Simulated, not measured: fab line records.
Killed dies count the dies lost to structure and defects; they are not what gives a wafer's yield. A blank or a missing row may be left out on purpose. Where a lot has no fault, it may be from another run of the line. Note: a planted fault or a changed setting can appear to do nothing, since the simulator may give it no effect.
Chamber matching || flow n5_finfet || N5_SDB_ETCH_17 on rie_diel-02 has 4 sister chambers
The step etches SiARC in CF4, target depth 23.4 nm, time 39 s. 4 wafers are shown with their chamber, then 11 later ones without.

WAFERS, EACH WITH ITS CHAMBER
{"wafer": "L091.1", "chamber": 3, "drypump_motor_current_A (A)": 4.9}
{"wafer": "L091.2", "chamber": 1, "drypump_motor_current_A (A)": 5.7}
{"wafer": "L091.4", "chamber": 0, "drypump_motor_current_A (A)": 6.4}
{"wafer": "L092.2", "chamber": 2, "drypump_motor_current_A (A)": 5.6}

WAFERS MISSING THEIR CHAMBER
{"wafer": "L092.3", "drypump_motor_current_A (A)": 4.9}
{"wafer": "L092.4", "drypump_motor_current_A (A)": 5.7}
{"wafer": "L093.1", "drypump_motor_current_A (A)": 4.9}
{"wafer": "L093.2", "drypump_motor_current_A (A)": 5.7}
{"wafer": "L093.3", "drypump_motor_current_A (A)": 6.5}
{"wafer": "L093.4", "drypump_motor_current_A (A)": 4.9}
{"wafer": "L093.5", "drypump_motor_current_A (A)": 5.7}
{"wafer": "L093.6", "drypump_motor_current_A (A)": 6.4}
{"wafer": "L097.1", "drypump_motor_current_A (A)": 4.9}
{"wafer": "L097.3", "drypump_motor_current_A (A)": 5.6}
{"wafer": "L097.4", "drypump_motor_current_A (A)": 6.4}

EACH ONE'S CHAMBER
{"wafer": "L092.3", "from the rows above": 3, "in truth": 3}
{"wafer": "L092.4", "from the rows above": 1, "in truth": 1}
{"wafer": "L093.1", "from the rows above": 3, "in truth": 3}
{"wafer": "L093.2", "from the rows above": 1, "in truth": 1}
{"wafer": "L093.3", "from the rows above": 0, "in truth": 0}
{"wafer": "L093.4", "from the rows above": 3, "in truth": 3}
{"wafer": "L093.5", "from the rows above": 1, "in truth": 1}
{"wafer": "L093.6", "from the rows above": 0, "in truth": 0}
{"wafer": "L097.1", "from the rows above": 3, "in truth": 3}
{"wafer": "L097.3", "from the rows above": 2, "in truth": 2}
{"wafer": "L097.4", "from the rows above": 0, "in truth": 0}
Correctly placed: 11 of 11. Left unplaced by these rows: 0. Number placed wrongly: 0.
How it was worked out, from the rows above alone: a wafer's distance from a chamber is the root of the sum, over the readings, of the square of ((its reading less the chamber's mean) divided by the reading's scatter). The wafer belongs to the nearest chamber; if the next one is less than 2 further off, it can't be placed. For every chamber, the mean is computed from those of its wafers that are shown. The scatter: with one shown wafer a chamber, the root of the mean of the squares of how far each hidden wafer lies from its nearest shown one.
